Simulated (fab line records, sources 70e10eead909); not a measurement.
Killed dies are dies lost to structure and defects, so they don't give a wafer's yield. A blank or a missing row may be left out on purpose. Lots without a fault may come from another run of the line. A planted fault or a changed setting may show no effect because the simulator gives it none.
Which tool did it? | flow nand_harc | 7 lots, 21 wafers sampled, at 1 step of a route of 1159

WHAT THE GAUGES READ, wafer by wafer
NHARC_P_GATE_CD_MEAS_26: target cd 120 nm.
lot  | measured    | on        | cd_nm (nm)
L851 | day 4 22:39 | cd_sem-02 | 120.2 120.5 120.3
L853 | day 5 08:14 | cd_sem-02 | 119.8 119.9 120.8
L854 | day 5 21:50 | cd_sem-01 | 119.0 120.0 119.6
L856 | day 6 16:05 | cd_sem-03 | 120.6 119.6 120.3
L863 | day 8 00:26 | cd_sem-02 | 119.8 120.9 120.8
L865 | day 8 06:52 | cd_sem-01 | 120.3 120.1 119.4
L869 | day 9 05:21 | cd_sem-02 | 120.5 120.8 120.0

WHICH TOOL RAN EACH LOT (tool, then ch and the chambers of the sampled wafers, then the start)
The record holds no process step before these readings.

THE ANSWER, worked out from the rows above alone
Rule: what is usual is taken from the lots themselves. Put in order of their means at a reading, lots are off if they are a third of the lots or fewer, leave a main group of 4 or more, and stand apart from it by a gap of 3 or more times the standard deviation of the main group's means; of several such gaps the widest counts. A main group whose means are all the same, to the digits that the tables above print for the reading, isn't used. A lot without any number at a reading at which 4 lots or more have one is off too. The other lots that the step has rows for count as sound.
No lot is off at any reading shown: from this, nothing can be told.

WHAT THE SIMULATOR HAD PUT IN
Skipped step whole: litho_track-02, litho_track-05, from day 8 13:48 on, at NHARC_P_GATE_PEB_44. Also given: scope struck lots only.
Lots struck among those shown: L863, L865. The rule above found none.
